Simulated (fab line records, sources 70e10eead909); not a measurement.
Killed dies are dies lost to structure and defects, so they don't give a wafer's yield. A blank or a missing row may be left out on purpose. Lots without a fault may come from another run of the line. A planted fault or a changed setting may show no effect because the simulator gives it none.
Chamber matching | flow nand_harc | NHARC_A_STAIRCASE_TRIM_220 on rie_diel-04: 4 sister chambers
The step chemistry O2, time 211.2 s. 4 wafers are shown with their chamber, then 9 later ones without.

WAFERS WITH THEIR CHAMBER
wafer  | chamber | showerhead_plenum_p_Torr (Torr)
L086.1 | 2       | 3.47
L090.2 | 0       | 3.41
L090.4 | 3       | 3.78
L090.6 | 1       | 3.75

WAFERS WITHOUT THEIR CHAMBER
wafer  | showerhead_plenum_p_Torr (Torr)
L094.2 | 3.77
L094.3 | 3.40
L094.4 | 3.46
L095.1 | 3.40
L095.2 | 3.46
L095.3 | 3.77
L097.2 | 3.45
L097.4 | 3.73
L097.6 | 3.39

WHICH CHAMBER EACH WENT THROUGH
wafer  | from the rows above     | in truth
L094.2 | can't be placed: 3 or 1 | 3
L094.3 | 0                       | 0
L094.4 | 2                       | 2
L095.1 | 0                       | 0
L095.2 | 2                       | 2
L095.3 | can't be placed: 3 or 1 | 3
L097.2 | can't be placed: 2 or 0 | 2
L097.4 | 1                       | 1
L097.6 | 0                       | 0
Placed correctly: 6 of 9. Can't be placed from these rows: 3 (the true chamber is among the candidates in 3). Placed wrongly: 0.
How it was worked out, from the rows above alone: a wafer's distance from a chamber is the root of the sum, over the readings, of the square of ((its reading less the chamber's mean) divided by the reading's scatter). The wafer belongs to the nearest chamber; if the next one is less than 2 further off, it can't be placed. A chamber's mean is the mean of its shown wafers. The scatter: with one shown wafer a chamber, the root of the mean of the squares of how far each hidden wafer lies from its nearest shown one.
